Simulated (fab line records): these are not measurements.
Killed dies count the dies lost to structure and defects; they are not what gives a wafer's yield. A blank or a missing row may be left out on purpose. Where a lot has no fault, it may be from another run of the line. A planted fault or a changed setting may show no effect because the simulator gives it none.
A struck lot beside a sound one :: flow n5Finfet :: 38 out of 1938 route steps
Sound: these wafers, L332.1, L332.2, L332.5. Struck: wafer L330.3 (L330.1, L330.6, from the same lot, were not struck and are left out); the cause is given at the end.
At each step with rows: each side's tool, then ch and its chambers, then its first start. Under that, the readings that differ: sound wafers :: struck wafers :: difference of the means :: sigmas: that difference in standard deviations of wafers without a fault.
alike: readings with means less than 2 such deviations apart, plus words and numbers identical on both sides. not compared: withheld readings, readings lacking a value on some wafer, bounds such as >300 that could conceal the same value, and numbers that have no deviation in the record and whose values overlap.
The two part at a step that has a row with sigmas, a row that says differs or no value, or rows on one side only. Non-overlapping numbers with no deviation appear without sigmas and do not part them. Lack of a reading on every wafer of one side parts them only where that side has two or more wafers.

first, 11 steps without rows for these wafers: N5_FIN_SAQP_DESCUM_21 (chemistry O2, time 7.9 s); N5_FIN_SAQP_ETCH_51 (etches SiARC in CF4, target depth 45.5 nm, time 75.8 s); N5_FIN_SAQP_ETCH_52 (etches SOC in N2/H2, target depth 100 nm, overetch 20 nm, time 150 s); N5_FIN_SAQP_STRIP_53 (strips in N2/H2); N5_FIN_SAQP_HM_OPEN_73 (chemistry CHF3/O2, target SiO2, stops on a-Si, target depth 12 nm, time 16.8 s); N5_FIN_SAQP_STRIP_74 (strips in CHF3/O2); N5_FIN_SAQP_MANDREL_ETCH_22 (etches a-Si in HBr/Cl2, stops on SiNx, target depth 60 nm, bt time 10 s, time 30 s); N5_FIN_SAQP_STRIP_55 (strips in N2/H2); N5_FIN_SAQP_STRIP_23 (strips in SPM, time 750 s); N5_FIN_SAQP_SRD_66 (time 30 s); N5_FIN_SAQP_RECESS_75 (chemistry HF/NH3, target SiO2, target depth 14.4 nm, afs cycles 3, sublimation time 60 s).
N5_FIN_SAQP_SPACER1_ALD_24: deposits SiO2, target thk 20.3 nm, pulse time 1 s, purge time 2 s.
  sound on aldSin-04 ch 2,3, day 5 23:37; struck on aldSin-02 ch 2, day 5 12:24
reading: aldCycles
sound: 218 218 218
struck: 169
difference: -49
sigmas: 

reading: model.SiO2_of_FIN_SAQP_SPACER1_ALD_24.thkNm (nm)
sound: 20.2 20.4 20.4
struck: 15.8
difference: -4.5
sigmas: 
  alike: heaterPowerW, precursorPulseHeightRel
then, 1 step without rows for these wafers: N5_FIN_SAQP_SPACER1_ETCHBACK_25 (etches SiO2 in CHF3/O2, target depth 24.4 nm, time 12.2 s).
N5_FIN_SAQP_MANDREL1_REMOVE_56: chemistry HBr/Cl2/O2, target a-Si, stops on SiNx, bt time 10 s.
  sound on rieSi-01 ch 0,1,2, day 6 00:25; struck on rieSi-01 ch 3, day 5 13:13
reading: model.FIN_SAQP.cdNm (nm)
sound: 20.4 20.6 20.4
struck: 15.8
difference: -4.7
sigmas: 
  alike: drypumpMotorCurrentA, oesProductAu, throttleValvePct
  not compared: rfHoursCounterH
N5_FIN_SAQP_CD_MEAS_27 targets a cd of 20 nm.
  sound on cdSem-01 ch 0, day 6 00:32; struck on cdSem-02 ch 0, day 5 13:19
reading: cdNm (nm)
sound: 20.52 20.70 20.97
struck: 15.84
difference: -4.89
sigmas: -20
then, 21 steps without rows for these wafers: N5_FIN_SAQP_ETCH_57 (etches SiNx in CH3F/O2, target depth 32.5 nm, time 46.4 s); N5_FIN_SAQP_ETCH_65 (etches SiO2 in CF4, target depth 4 nm, time 4.4 s); N5_FIN_SAQP_MANDREL_ETCH_58 (etches a-Si in HBr/Cl2, stops on SiNx, target depth 45 nm, bt time 10 s, time 27 s); N5_FIN_SAQP_RECESS_63 (chemistry HF/NH3, target SiO2, target depth 18 nm, afs cycles 3, sublimation time 60 s); N5_FIN_SAQP_COAT_68 (time 60 s, resist thk 100 nm); N5_FIN_SAQP_ETCH_69 (etches SOC in N2/H2, stops on SiNx, target depth 150 nm); N5_FIN_SAQP_ETCH_67 (etches SiNx in CH3F/O2, target depth 30 nm); N5_FIN_SAQP_STRIP_70 (strips in N2/H2); N5_FIN_SAQP_RECESS_71 (chemistry HF/NH3, target SiO2, target depth 3 nm, afs cycles 1, sublimation time 60 s); N5_FIN_SAQP_SPACER2_ALD_28 (deposits SiO2, target thk 8.1 nm, pulse time 1 s, purge time 2 s); N5_FIN_SAQP_SPACER2_ETCHBACK_29 (etches SiO2 in CHF3/O2, target depth 12.2 nm, time 6.1 s); N5_FIN_SAQP_MANDREL2_REMOVE_60 (chemistry HBr/Cl2/O2, target a-Si, stops on SiNx, bt time 10 s); N5_FIN_SAQP_HM_OPEN_33 (chemistry CH3F/O2, target SiNx, target depth 49.4 nm, time 70.6 s); N5_FIN_SAQP_ETCH_34 (etches SiO2 in C4F6/O2, target depth 45 nm, time 15 s); N5_FIN_SAQP_STRIP_77 (strips in N2/H2, time 90 s); N5_FIN_SAQP_ETCH_64 (etches SiO2 in CF4, target depth 1.5 nm); N5_FIN_SAQP_FIN_ETCH_36 (etches the open film in HBr/Cl2/O2, target depth 120 nm, time 50.4 s); N5_FIN_SAQP_PRECLEAN_38 (cleans in O3/DIW, time 45 s); N5_FIN_SAQP_PRECLEAN_45 (cleans in dHF, time 10 s); N5_FIN_SAQP_SRD_39 (time 30 s); N5_FIN_CUT_COAT_18 (time 60 s, resist thk 230 nm).
N5_BEOL_M4_RC_MEAS_101:
  the record has rows for the sound wafers here (prober-01 ch 0, day 12 05:53) and none for the struck ones
-- the record jumps here: 11 days lie between the struck wafers' starts before and after (it left off in module BEOL_M4 and takes up again in module PASSIVATION, whose first step shown is number 1936 of the route) --
N5_PASSIVATION_PROBE_49:
  rows exist in the record for the struck wafers here (prober-01, day 16 21:19), but not for the sound ones

## WHERE THEY PART
First at N5_FIN_SAQP_CD_MEAS_27; last, within this record, at N5_PASSIVATION_PROBE_49.

WHY: what the simulator had put in
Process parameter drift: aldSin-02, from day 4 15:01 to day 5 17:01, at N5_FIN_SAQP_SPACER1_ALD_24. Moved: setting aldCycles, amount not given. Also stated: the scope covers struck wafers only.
